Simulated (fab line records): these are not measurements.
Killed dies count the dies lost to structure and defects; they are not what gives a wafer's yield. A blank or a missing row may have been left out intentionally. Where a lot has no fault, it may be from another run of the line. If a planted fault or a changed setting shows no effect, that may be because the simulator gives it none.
Matching of chambers :: flow n5 finfet :: 4 sister chambers for N5_BEOL_M11_ETCH_65 on rie diel-03
The step etches SiARC in CF4, target depth 39 nm, time 65 s. 16 wafers are shown with their chamber, then 8 later ones without.

== EACH WAFER AND ITS CHAMBER ==
wafer: L076.1
chamber: 3
throttle valve pct (%): 15.13
showerhead plenum p Torr (Torr): 2.17
oes product au (a.u.): 0.76

wafer: L076.2
chamber: 0
throttle valve pct (%): 15.49
showerhead plenum p Torr (Torr): 2.18
oes product au (a.u.): 0.83

wafer: L076.5
chamber: 2
throttle valve pct (%): 15.50
showerhead plenum p Torr (Torr): 2.09
oes product au (a.u.): 0.70

wafer: L080.1
chamber: 1
throttle valve pct (%): 15.89
showerhead plenum p Torr (Torr): 2.21
oes product au (a.u.): 0.56

wafer: L080.3
chamber: 3
throttle valve pct (%): 15.14
showerhead plenum p Torr (Torr): 2.17
oes product au (a.u.): 0.75

wafer: L080.4
chamber: 2
throttle valve pct (%): 15.50
showerhead plenum p Torr (Torr): 2.09
oes product au (a.u.): 0.69

wafer: L084.1
chamber: 3
throttle valve pct (%): 15.15
showerhead plenum p Torr (Torr): 2.17
oes product au (a.u.): 0.74

wafer: L084.3
chamber: 0
throttle valve pct (%): 15.52
showerhead plenum p Torr (Torr): 2.18
oes product au (a.u.): 0.81

wafer: L084.6
chamber: 3
throttle valve pct (%): 15.14
showerhead plenum p Torr (Torr): 2.17
oes product au (a.u.): 0.74

wafer: L086.3
chamber: 3
throttle valve pct (%): 15.16
showerhead plenum p Torr (Torr): 2.17
oes product au (a.u.): 0.74

wafer: L086.4
chamber: 1
throttle valve pct (%): 15.89
showerhead plenum p Torr (Torr): 2.20
oes product au (a.u.): 0.55

wafer: L086.5
chamber: 1
throttle valve pct (%): 15.90
showerhead plenum p Torr (Torr): 2.20
oes product au (a.u.): 0.57

wafer: L085.1
chamber: 0
throttle valve pct (%): 15.53
showerhead plenum p Torr (Torr): 2.18
oes product au (a.u.): 0.79

wafer: L085.3
chamber: 3
throttle valve pct (%): 15.15
showerhead plenum p Torr (Torr): 2.17
oes product au (a.u.): 0.74

wafer: L085.6
chamber: 2
throttle valve pct (%): 15.51
showerhead plenum p Torr (Torr): 2.08
oes product au (a.u.): 0.68

wafer: L088.1
chamber: 3
throttle valve pct (%): 15.17
showerhead plenum p Torr (Torr): 2.17
oes product au (a.u.): 0.73

SIGNATURES (averages over the wafers above)
reading: throttle valve pct
chamber 0: 15.5133
chamber 1: 15.8933
chamber 2: 15.5033
chamber 3: 15.1486
scatter within a chamber: 0.0132

reading: showerhead plenum p Torr
chamber 0: 2.1800
chamber 1: 2.2033
chamber 2: 2.0867
chamber 3: 2.1700
scatter within a chamber: 0.00333

reading: oes product au
chamber 0: 0.8100
chamber 1: 0.5600
chamber 2: 0.6900
chamber 3: 0.7429
scatter within a chamber: 0.0121
Rule: for each reading, subtract the chamber's mean from the wafer's reading, divide by that reading's scatter and square the result; add these up over the readings and take the root, which gives the wafer's distance from the chamber. The wafer belongs to the nearest chamber; if the next one is less than 2 further off, it can't be placed. The scatter: the root of (the sum of the squares of (reading less its chamber's mean) over the shown wafers, divided by (wafers less chambers)).

== WAFERS WITH NO CHAMBER GIVEN ==
wafer: L088.3
throttle valve pct (%): 15.53
showerhead plenum p Torr (Torr): 2.08
oes product au (a.u.): 0.67

wafer: L088.6
throttle valve pct (%): 15.51
showerhead plenum p Torr (Torr): 2.08
oes product au (a.u.): 0.66

wafer: L091.1
throttle valve pct (%): 15.93
showerhead plenum p Torr (Torr): 2.20
oes product au (a.u.): 0.55

wafer: L091.5
throttle valve pct (%): 15.18
showerhead plenum p Torr (Torr): 2.16
oes product au (a.u.): 0.72

wafer: L091.6
throttle valve pct (%): 15.55
showerhead plenum p Torr (Torr): 2.17
oes product au (a.u.): 0.76

wafer: L097.4
throttle valve pct (%): 15.56
showerhead plenum p Torr (Torr): 2.08
oes product au (a.u.): 0.66

wafer: L097.5
throttle valve pct (%): 15.21
showerhead plenum p Torr (Torr): 2.16
oes product au (a.u.): 0.71

wafer: L097.6
throttle valve pct (%): 15.56
showerhead plenum p Torr (Torr): 2.08
oes product au (a.u.): 0.66

== THE CHAMBER EACH PASSED THROUGH ==
wafer: L088.3
from the rows above: 2
in truth: 2

wafer: L088.6
from the rows above: 2
in truth: 2

wafer: L091.1
from the rows above: 1
in truth: 1

wafer: L091.5
from the rows above: 3
in truth: 3

wafer: L091.6
from the rows above: 0
in truth: 0

wafer: L097.4
from the rows above: 2
in truth: 2

wafer: L097.5
from the rows above: 3
in truth: 3

wafer: L097.6
from the rows above: 2
in truth: 2
8 of 8 placed correctly. Not placeable from these rows: 0. 0 placed wrongly.
